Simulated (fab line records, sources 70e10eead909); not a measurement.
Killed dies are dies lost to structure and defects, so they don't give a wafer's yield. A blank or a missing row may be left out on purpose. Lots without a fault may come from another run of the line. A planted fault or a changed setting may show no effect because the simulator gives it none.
Chamber matching | flow nand_harc | NHARC_P_GATE_ETCH_32 on rie_si-03: 4 sister chambers
The step etches the open film in HBr/Cl2, target depth 150 nm, time 100.1 s. 14 wafers are shown with their chamber, then 7 later ones without.

WAFERS WITH THEIR CHAMBER
wafer  | chamber | oes_product_au (a.u.) | he_backside_leak_sccm (sccm) | chamber_pressure_mTorr (mTorr)
L126.1 | 2       | 1.016                 | 2.46                         | 15.021
L126.2 | 0       | 0.968                 | 2.68                         | 15.003
L126.5 | 2       | 1.008                 | 2.22                         | 15.000
L127.2 | 1       | 0.999                 | 2.83                         | 15.014
L127.5 | 0       | 0.980                 | 2.45                         | 14.994
L127.6 | 1       | 0.996                 | 2.90                         | 15.014
L128.2 | 3       | 0.988                 | 2.81                         | 14.985
L128.3 | 0       | 0.980                 | 2.60                         | 14.997
L128.6 | 0       | 0.978                 | 2.80                         | 14.977
L133.3 | 1       | 0.989                 | 2.90                         | 14.977
L133.5 | 2       | 1.011                 | 2.57                         | 14.998
L133.6 | 1       | 0.988                 | 2.85                         | 15.011
L143.4 | 0       | 0.994                 | 2.68                         | 14.983
L143.5 | 1       | 0.996                 | 2.88                         | 15.014

SIGNATURES (means of the wafers above)
reading                | chamber 0 | chamber 1 | chamber 2 | chamber 3 | scatter within a chamber
oes_product_au         | 0.98000   | 0.99360   | 1.01167   | 0.98800   | 0.00685
he_backside_leak_sccm  | 2.6420    | 2.8720    | 2.4167    | 2.8100    | 0.116
chamber_pressure_mTorr | 14.99080  | 15.00600  | 15.00633  | 14.98500  | 0.0135
Rule: a wafer's distance from a chamber is the root of the sum, over the readings, of the square of ((its reading less the chamber's mean) divided by the reading's scatter). The wafer belongs to the nearest chamber; if the next one is less than 2 further off, it can't be placed. The scatter: the root of (the sum of the squares of (reading less its chamber's mean) over the shown wafers, divided by (wafers less chambers)).

WAFERS WITHOUT THEIR CHAMBER
wafer  | oes_product_au (a.u.) | he_backside_leak_sccm (sccm) | chamber_pressure_mTorr (mTorr)
L143.6 | 1.003                 | 2.67                         | 15.027
L146.1 | 0.997                 | 2.30                         | 14.993
L146.2 | 0.997                 | 3.14                         | 15.009
L146.5 | 0.994                 | 2.75                         | 15.003
L147.3 | 0.984                 | 2.70                         | 14.996
L147.5 | 1.004                 | 2.56                         | 14.986
L147.6 | 0.995                 | 2.87                         | 14.962

WHICH CHAMBER EACH WENT THROUGH
wafer  | from the rows above               | in truth
L143.6 | can't be placed: 1 or 2 or 3 or 0 | 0
L146.1 | can't be placed: 2 or 0           | 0
L146.2 | can't be placed: 1 or 3           | 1
L146.5 | can't be placed: 1 or 3 or 0      | 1
L147.3 | can't be placed: 0 or 3 or 1      | 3
L147.5 | can't be placed: 2 or 3 or 1 or 0 | 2
L147.6 | can't be placed: 3 or 1 or 0      | 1
Placed correctly: 0 of 7. Can't be placed from these rows: 7 (the true chamber is among the candidates in 7). Placed wrongly: 0.
